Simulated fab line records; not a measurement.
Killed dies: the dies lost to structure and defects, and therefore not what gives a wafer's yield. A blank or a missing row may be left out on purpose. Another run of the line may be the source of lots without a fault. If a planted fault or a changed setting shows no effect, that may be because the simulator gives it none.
Which tool did it? | flow nand-harc | 24 lots, 72 wafers sampled, at 4 steps of a route of 1302

== WHAT EACH GAUGE READ, for each wafer ==
NHARC_A_DECK1_JOINT_THK_MEAS_14: measures by ellipsometry.
lot  | measured     | on            | thk-nm (nm)
L074 | day 11 17:32 | film-metro-01 | 50.7 51.7 51.6
L075 | day 11 17:32 | film-metro-01 | 51.8 52.9 52.1
L076 | day 12 08:23 | film-metro-02 | 50.6 48.1 53.1
L077 | day 12 21:10 | film-metro-01 | 54.3 50.1 50.9
L078 | day 13 03:34 | film-metro-02 | 50.4 52.6 50.3
L079 | day 13 17:08 | film-metro-02 | 52.1 50.9 51.6
L080 | day 13 23:49 | film-metro-02 | 52.0 49.8 48.7
L081 | day 14 07:40 | film-metro-01 | 50.0 51.8 49.4
L083 | day 14 23:31 | film-metro-01 | 53.5 49.4 47.6
L082 | day 14 23:32 | film-metro-02 | 49.4 47.4 49.2
L084 | day 15 13:50 | film-metro-01 | 55.7 49.4 53.4
L085 | day 15 23:46 | film-metro-01 | 52.3 52.2 50.1
L087 | day 16 10:40 | film-metro-02 | 52.6 50.4 52.6
L086 | day 16 10:40 | film-metro-01 | 50.1 48.3 50.8
L089 | day 17 07:16 | film-metro-01 | 53.6 54.0 52.5
L088 | day 17 07:16 | film-metro-02 | 53.1 50.8 52.7
L090 | day 18 08:25 | film-metro-01 | 54.1 51.5 54.8
L091 | day 18 12:07 | film-metro-02 | 51.7 52.4 54.9
L092 | day 19 02:58 | film-metro-02 | 50.1 50.3 50.6
L093 | day 19 02:55 | film-metro-01 | 53.0 53.5 51.2
L095 | day 20 04:58 | film-metro-02 | 50.9 51.5 47.0
L094 | day 20 09:28 | film-metro-01 | 50.7 51.7 49.6
L096 | day 20 14:10 | film-metro-02 | 51.2 52.0 51.5
L097 | day 20 14:10 | film-metro-01 | 48.3 51.8 50.1

NHARC_A_ONON_D2_THK_MEAS_27: measures by ellipsometry.
lot  | measured     | on            | thk-nm (nm)
L074 | day 13 04:42 | film-metro-02 | 992 993 990
L075 | day 13 04:42 | film-metro-01 | 1012 1011 1012
L076 | day 14 01:25 | film-metro-02 | 1001 1001 1002
L077 | day 14 15:28 | film-metro-01 | 996 995 995
L078 | day 14 15:26 | film-metro-02 | 995 996 996
L079 | day 15 09:56 | film-metro-01 | 990 990 991
L080 | day 15 14:32 | film-metro-02 | 1003 1001 999
L081 | day 15 20:07 | film-metro-01 | 1009 1008 1005
L083 | day 16 13:42 | film-metro-01 | 997 996 996
L082 | day 16 13:50 | film-metro-02 | 1005 1006 1007
L084 | day 17 00:23 | film-metro-01 | 1012 1008 1008
L085 | day 17 18:23 | film-metro-01 | 993 992 990
L087 | day 18 05:50 | film-metro-01 | 1007 1006 1007
L086 | day 18 05:49 | film-metro-01 | 1000 998 999
L089 | day 18 23:02 | film-metro-02 | 993 992 993
L088 | day 18 23:03 | film-metro-01 | 992 991 991
L090 | day 20 02:20 | film-metro-02 | 999 1003 1000
L091 | day 20 02:20 | film-metro-01 | 984 983 985
L092 | day 20 16:48 | film-metro-02 | 1005 1006 1004
L093 | day 20 16:47 | film-metro-01 | 1006 1006 1005
L095 | day 21 19:41 | film-metro-02 | 1004 1004 1004
L094 | day 22 00:08 | film-metro-02 | 994 994 992
L096 | day 22 06:58 | film-metro-01 | 1003 1002 1002
L097 | day 22 06:58 | film-metro-02 | 1001 1001 1002

== WHICH TOOL RAN EACH LOT (tool, then ch and the chambers of the sampled wafers, then the start) ==
lot  | NHARC_A_CHANNEL_HOLE_D1_ETCH_19  | NHARC_A_DECK1_JOINT_CMP_13
L074 | har-etch-01 ch 0,1, day 8 18:31  | cmp-03 ch 0,2, day 11 17:18
L075 | har-etch-02 ch 0,1, day 8 19:39  | cmp-04 ch 0,1,3, day 11 17:18
L076 | har-etch-02 ch 0,1, day 9 11:56  | cmp-04 ch 1,2,3, day 12 08:11
L077 | har-etch-02 ch 0,1, day 9 20:16  | cmp-01 ch 0,1,3, day 12 20:54
L078 | har-etch-01 ch 0,1, day 10 05:42 | cmp-04 ch 1,2,3, day 13 03:20
L079 | har-etch-01 ch 0,1, day 10 23:39 | cmp-01 ch 0,1,3, day 13 16:52
L080 | har-etch-01 ch 0,1, day 11 05:25 | cmp-03 ch 0,1,2, day 13 23:34
L081 | har-etch-02 ch 0,1, day 11 13:02 | cmp-03 ch 0,1,2, day 14 07:24
L083 | har-etch-02 ch 0,1, day 12 04:52 | cmp-04 ch 1,2, day 14 23:17
L082 | har-etch-01 ch 0, day 12 06:56   | cmp-03 ch 1,3, day 14 23:16
L084 | har-etch-01 ch 0, day 12 18:22   | cmp-01 ch 1,2,3, day 15 13:34
L085 | har-etch-01 ch 0,1, day 13 03:40 | cmp-01 ch 0,1, day 15 23:32
L087 | har-etch-02 ch 0,1, day 13 17:53 | cmp-04 ch 0,1,3, day 16 10:26
L086 | har-etch-01 ch 0,1, day 13 18:27 | cmp-03 ch 1,2, day 16 10:25
L089 | har-etch-02 ch 0,1, day 14 15:10 | cmp-03 ch 0,1, day 17 07:01
L088 | har-etch-01 ch 1, day 14 15:37   | cmp-04 ch 0,1,3, day 17 07:02
L090 | har-etch-02 ch 1, day 15 11:43   | cmp-04 ch 0,3, day 18 08:10
L091 | har-etch-02 ch 0,1, day 15 17:04 | cmp-01 ch 0,2,3, day 18 11:55
L092 | har-etch-01 ch 0,1, day 16 05:28 | cmp-01 ch 2,3, day 19 02:43
L093 | har-etch-01 ch 0,1, day 16 10:13 | cmp-03 ch 0,1,3, day 19 02:43
L095 | har-etch-02 ch 0,1, day 17 12:13 | cmp-03 ch 0,1,2, day 20 04:43
L094 | har-etch-01 ch 0,1, day 17 13:05 | cmp-03 ch 1,2, day 20 09:14
L096 | har-etch-02 ch 0,1, day 17 20:35 | cmp-01 ch 0,2,3, day 20 13:58
L097 | har-etch-01 ch 0,1, day 17 21:07 | cmp-03 ch 0,2, day 20 13:55
- NHARC_A_CHANNEL_HOLE_D1_ETCH_19: etches the open film in C4F8/O2/Ar, time 34.5 s.
- NHARC_A_DECK1_JOINT_CMP_13: polishes, target thk 51.023 nm.

== WHAT THE TOOLS THEMSELVES READ (means of the sampled wafers that have a number; where no wafer has one, the mark that the record gives instead) ==
NHARC_A_CHANNEL_HOLE_D1_ETCH_19.
lot  | tool        | drypump-motor-current-A (A) | he-backside-leak-sccm (sccm) | showerhead-plenum-p-Torr (Torr) | temp-c (C) | throttle-valve-pct (%)
L074 | har-etch-01 | 6.0                         | 5.6                          | 3.73                            | -19.88     | 37.040
L075 | har-etch-02 | 5.3                         | 6.2                          | 3.59                            | -20.15     | 37.045
L076 | har-etch-02 | 5.3                         | 6.3                          | 3.59                            | -19.94     | 37.033
L077 | har-etch-02 | 5.2                         | 6.2                          | 3.69                            | -20.04     | 37.031
L078 | har-etch-01 | 5.6                         | 6.0                          | 3.74                            | -20.06     | 37.040
L079 | har-etch-01 | 5.6                         | 6.1                          | 3.73                            | -19.98     | 37.041
L080 | har-etch-01 | 6.0                         | 5.6                          | 3.71                            | -20.02     | 37.036
L081 | har-etch-02 | 5.3                         | 6.5                          | 3.58                            | -20.06     | 37.036
L083 | har-etch-02 | 5.3                         | 6.4                          | 3.57                            | -19.97     | 37.035
L082 | har-etch-01 | 5.3                         | 6.1                          | 3.75                            | -19.94     | 37.034
L084 | har-etch-01 | 5.3                         | 5.9                          | 3.75                            | -20.08     | 37.050
L085 | har-etch-01 | 5.7                         | 5.9                          | 3.72                            | -19.95     | 37.026
L087 | har-etch-02 | 5.2                         | 6.6                          | 3.66                            | -20.01     | 37.043
L086 | har-etch-01 | 6.0                         | 6.1                          | 3.69                            | -20.11     | 37.038
L089 | har-etch-02 | 5.3                         | 6.4                          | 3.55                            | -20.00     | 37.042
L088 | har-etch-01 | 6.3                         | 6.3                          | 3.65                            | -20.00     | 37.038
L090 | har-etch-02 | 5.4                         | 6.5                          | 3.44                            | -20.06     | 37.039
L091 | har-etch-02 | 5.3                         | 6.6                          | 3.55                            | -20.14     | 37.045
L092 | har-etch-01 | 5.7                         | 6.4                          | 3.69                            | -20.00     | 37.037
L093 | har-etch-01 | 6.0                         | 6.3                          | 3.67                            | -19.91     | 37.031
L095 | har-etch-02 | 5.2                         | 5.1                          | 3.83                            | -19.95     | 37.035
L094 | har-etch-01 | 5.6                         | 6.2                          | 3.68                            | -20.00     | 37.035
L096 | har-etch-02 | 5.3                         | 5.4                          | 3.90                            | -20.03     | 37.047
L097 | har-etch-01 | 6.0                         | 6.4                          | 3.65                            | -20.02     | 37.041

NHARC_A_DECK1_JOINT_CMP_13.
lot  | tool   | edge-zone-pressure-frac | motor-current-A (A) | retaining-ring-pressure-frac | time-to-endpoint-s (s)
L074 | cmp-03 | 1.002                   | 11.2                | 1.005                        | 8.0
L075 | cmp-04 | 1.005                   | 11.7                | 1.005                        | 9.2
L076 | cmp-04 | 0.993                   | 12.5                | 1.002                        | 11.0
L077 | cmp-01 | 1.002                   | 14.3                | 0.997                        | 11.3
L078 | cmp-04 | 1.002                   | 12.5                | 1.000                        | 10.5
L079 | cmp-01 | 1.000                   | 14.6                | 0.998                        | 11.0
L080 | cmp-03 | 0.997                   | 10.9                | 1.000                        | 7.6
L081 | cmp-03 | 1.003                   | 11.4                | 1.000                        | 5.8
L083 | cmp-04 | 1.001                   | 12.8                | 1.009                        | 8.5
L082 | cmp-03 | 1.003                   | 13.0                | 0.997                        | 5.3
L084 | cmp-01 | 0.998                   | 14.3                | 0.998                        | 13.0
L085 | cmp-01 | 1.000                   | 14.4                | 1.005                        | 8.7
L087 | cmp-04 | 0.999                   | 12.2                | 0.996                        | 9.4
L086 | cmp-03 | 0.997                   | 11.4                | 1.004                        | 6.7
L089 | cmp-03 | 0.997                   | 11.1                | 0.993                        | 9.1
L088 | cmp-04 | 1.003                   | 12.1                | 0.997                        | 10.4
L090 | cmp-04 | 1.000                   | 11.9                | 0.998                        | 11.1
L091 | cmp-01 | 0.997                   | 13.4                | 1.000                        | 8.6
L092 | cmp-01 | 0.999                   | 13.7                | 1.001                        | 11.3
L093 | cmp-03 | 0.997                   | 12.1                | 0.999                        | 12.2
L095 | cmp-03 | 1.003                   | 11.2                | 0.996                        | 8.8
L094 | cmp-03 | 0.998                   | 11.5                | 0.997                        | 6.1
L096 | cmp-01 | 0.999                   | 14.1                | 0.998                        | 10.9
L097 | cmp-03 | 1.001                   | 11.1                | 0.999                        | 8.7

== THE ANSWER, worked out from the rows above alone ==
Rule: the usual values come from the lots themselves. Put in order of their means at a reading, lots are off if they are a third of the lots or fewer, leave a main group of 4 or more, and stand apart from it by a gap of 3 or more times the standard deviation of the main group's means; of several such gaps the widest counts. The tables above print the reading to a certain number of digits; a main group whose means all agree to those digits is not used. Also off: a lot with no number at a reading for which 4 or more lots have one. Any other lot the step has rows for is counted as sound. After the gauges, taken in route order, come the tools' own readings; for these a lot's mean is taken, as printed above. The first step at which some lot is off is used, and at that step the reading that is off furthest; a lot without a number counts as furthest.
None of the lots is off at any reading shown; this tells nothing.

== WHAT THE SIMULATOR PUT IN ==
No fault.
